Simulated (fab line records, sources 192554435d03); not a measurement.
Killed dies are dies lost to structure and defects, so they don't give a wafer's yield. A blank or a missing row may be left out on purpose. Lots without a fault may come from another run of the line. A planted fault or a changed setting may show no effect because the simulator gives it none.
Chamber matching | flow n5_finfet | N5_BEOL_M15_ETCH_59 on rie_diel-06: 4 sister chambers
The step etches BARC in N2/H2, target depth 89 nm, overetch 26.7 nm, time 67.9 s. 16 wafers are shown with their chamber, then 8 later ones without.

WAFERS WITH THEIR CHAMBER
wafer  | chamber | throttle_valve_pct (%) | showerhead_plenum_p_Torr (Torr) | drypump_motor_current_A (A)
L075.1 | 3       | 17.5                   | 2.68                            | 5.4
L075.2 | 0       | 18.1                   | 2.58                            | 6.0
L075.5 | 3       | 17.5                   | 2.68                            | 5.4
L077.2 | 2       | 18.3                   | 2.54                            | 5.3
L077.3 | 3       | 17.5                   | 2.68                            | 5.4
L077.4 | 0       | 18.1                   | 2.57                            | 6.0
L079.2 | 2       | 18.4                   | 2.54                            | 5.3
L079.3 | 1       | 17.8                   | 2.50                            | 5.5
L079.6 | 3       | 17.5                   | 2.68                            | 5.4
L082.1 | 3       | 17.5                   | 2.67                            | 5.4
L082.2 | 1       | 17.8                   | 2.49                            | 5.5
L082.3 | 0       | 18.1                   | 2.57                            | 6.1
L081.3 | 0       | 18.1                   | 2.57                            | 6.0
L081.4 | 2       | 18.3                   | 2.54                            | 5.4
L081.6 | 3       | 17.5                   | 2.67                            | 5.4
L088.2 | 1       | 17.8                   | 2.49                            | 5.5

SIGNATURES (means of the wafers above)
reading                  | chamber 0 | chamber 1 | chamber 2 | chamber 3 | scatter within a chamber
throttle_valve_pct       | 18.100    | 17.800    | 18.333    | 17.500    | 0.0236
showerhead_plenum_p_Torr | 2.5725    | 2.4933    | 2.5400    | 2.6767    | 0.00479
drypump_motor_current_A  | 6.025     | 5.500     | 5.333     | 5.400     | 0.0344
Rule: a wafer's distance from a chamber is the root of the sum, over the readings, of the square of ((its reading less the chamber's mean) divided by the reading's scatter). The wafer belongs to the nearest chamber; if the next one is less than 2 further off, it can't be placed. The scatter: the root of (the sum of the squares of (reading less its chamber's mean) over the shown wafers, divided by (wafers less chambers)).

WAFERS WITHOUT THEIR CHAMBER
wafer  | throttle_valve_pct (%) | showerhead_plenum_p_Torr (Torr) | drypump_motor_current_A (A)
L088.5 | 17.5                   | 2.67                            | 5.4
L088.6 | 18.4                   | 2.53                            | 5.4
L089.1 | 17.8                   | 2.49                            | 5.5
L089.4 | 18.4                   | 2.53                            | 5.4
L089.6 | 18.1                   | 2.57                            | 6.0
L097.3 | 18.1                   | 2.56                            | 6.1
L097.5 | 17.8                   | 2.48                            | 5.5
L097.6 | 18.1                   | 2.56                            | 6.1

WHICH CHAMBER EACH WENT THROUGH
wafer  | from the rows above | in truth
L088.5 | 3                   | 3
L088.6 | 2                   | 2
L089.1 | 1                   | 1
L089.4 | 2                   | 2
L089.6 | 0                   | 0
L097.3 | 0                   | 0
L097.5 | 1                   | 1
L097.6 | 0                   | 0
Placed correctly: 8 of 8. Can't be placed from these rows: 0. Placed wrongly: 0.
